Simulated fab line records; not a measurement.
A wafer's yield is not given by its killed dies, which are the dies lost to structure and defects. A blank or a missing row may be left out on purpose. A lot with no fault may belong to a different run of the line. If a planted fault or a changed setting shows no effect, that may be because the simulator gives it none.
Chamber matching / flow n5Finfet / N5_BEOL_M4_PRE_CLEAN_60 on cvdCo-01: 3 sister chambers
The step time 15 s. 6 wafers are shown with their chamber, then 6 later ones without.

== EACH WAFER AND ITS CHAMBER ==
wafer=L874.3; chamber=1; heaterPowerW (W)=79
wafer=L876.1; chamber=1; heaterPowerW (W)=79
wafer=L876.4; chamber=0; heaterPowerW (W)=62
wafer=L876.5; chamber=2; heaterPowerW (W)=83
wafer=L882.1; chamber=2; heaterPowerW (W)=81
wafer=L882.4; chamber=0; heaterPowerW (W)=62

== WAFERS MISSING THEIR CHAMBER ==
wafer=L882.5; heaterPowerW (W)=79
wafer=L891.1; heaterPowerW (W)=79
wafer=L891.3; heaterPowerW (W)=80
wafer=L892.1; heaterPowerW (W)=79
wafer=L892.2; heaterPowerW (W)=64
wafer=L892.3; heaterPowerW (W)=79

== CHAMBER TAKEN BY EACH ==
wafer=L882.5; from the rows above=1; in truth=1
wafer=L891.1; from the rows above=1; in truth=1
wafer=L891.3; from the rows above=can't be placed: 1 or 2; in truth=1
wafer=L892.1; from the rows above=1; in truth=1
wafer=L892.2; from the rows above=0; in truth=0
wafer=L892.3; from the rows above=1; in truth=1
Correct placement for 5 of the 6. Unplaceable from these rows: 1, with the true chamber sitting among the candidates in 1. Number placed wrongly: 0.
How it was worked out, from the rows above alone: a wafer's distance from a chamber is the root of the sum, over the readings, of the square of ((its reading less the chamber's mean) divided by the reading's scatter). The wafer belongs to the nearest chamber; if the next one is less than 2 further off, it can't be placed. The mean given for a chamber averages the wafers shown for that chamber. The scatter: the root of (the sum of the squares of (reading less its chamber's mean) over the shown wafers, divided by (wafers less chambers)).
